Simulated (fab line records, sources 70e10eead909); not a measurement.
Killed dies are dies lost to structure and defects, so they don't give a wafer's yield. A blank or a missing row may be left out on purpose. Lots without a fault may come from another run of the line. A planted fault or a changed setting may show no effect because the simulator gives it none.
One fault seen from 3 desks | flow nand_harc | each desk has only its own numbers; what lay behind them comes last

THE DEFECT DESK
What the inspections along the route counted, lot by lot: means of the sampled wafers that have a number. A lot is out of limits, marked OUT, if its mean lies more than 4 standard deviations from the usual mean; the brackets give that distance.
Columns: A = raw_defect_count at NHARC_A_M1_INSPECT_27, usual 550
lot  | first seen here | A
L616 | day 24 20:52    | 486
L622 | day 27 00:13    | 560
L627 | day 29 02:34    | 652
L634 | day 32 00:17    | 562
L635 | day 32 22:20    | 548
This desk's finding: nothing out of limits on any of the 5 lots.

THE TOOL OWNER'S DESK: pecvd-01
The tool's own readings at NHARC_A_BONDPAD_DEP_00 (deposits SiCN, target thk 250 nm): means of the sampled wafers that have a number, for each lot that ran on this tool. A lot is out of limits, marked OUT, if its mean lies more than 4 standard deviations from the usual mean; the brackets give that distance.
Columns: A = heater_power_w at NHARC_A_BONDPAD_DEP_00, usual 579 W
lot  | first seen here | A
L616 | day 24 21:34    | 513
L622 | day 27 01:04    | 529
L635 | day 32 23:02    | 529
This desk's finding: nothing out of limits on any of the 3 lots.

THE METROLOGY DESK
What the gauges read, lot by lot, whatever tool the lot ran on: means of the sampled wafers that have a number. A lot is out of limits, marked OUT, if its mean lies more than 4 standard deviations from the usual mean; the brackets give that distance.
Columns: A = thk_nm at NHARC_A_M1_THK_MEAS_24, usual 154.8 nm; B = thk_nm at NHARC_A_BONDPAD_THK_MEAS_30, usual 200.3 nm
lot  | first seen here | A     | B
L616 | day 24 20:43    | 155.3 | 201.0
L622 | day 27 00:04    | 154.5 | 166.2 (-21) OUT
L627 | day 29 02:24    | 157.0 | 201.6
L634 | day 32 00:08    | 155.6 | 199.3
L635 | day 32 22:10    | 154.8 | 200.5
This desk's finding: out of limits on L622; first on L622, day 27 01:35 (thk_nm at NHARC_A_BONDPAD_THK_MEAS_30). In limits: L616, L627, L634, L635.

PUT TOGETHER
The metrology desk could have raised an alarm at day 27 01:35, on L622.
The defect desk saw nothing out of limits.
The tool owner's desk saw nothing out of limits.
The defect desk has L622 on record, within its limits.
The tool owner's desk has L622 on record, within its limits.
Of the lots named, all ran NHARC_A_BONDPAD_DEP_00 on pecvd-01.

WHAT THE SIMULATOR HAD PUT IN
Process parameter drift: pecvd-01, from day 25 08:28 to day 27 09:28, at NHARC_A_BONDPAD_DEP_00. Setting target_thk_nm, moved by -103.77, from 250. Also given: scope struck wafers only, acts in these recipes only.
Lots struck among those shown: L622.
Hours from the fault's start to each desk's first reading out of limits: the metrology desk, 41.
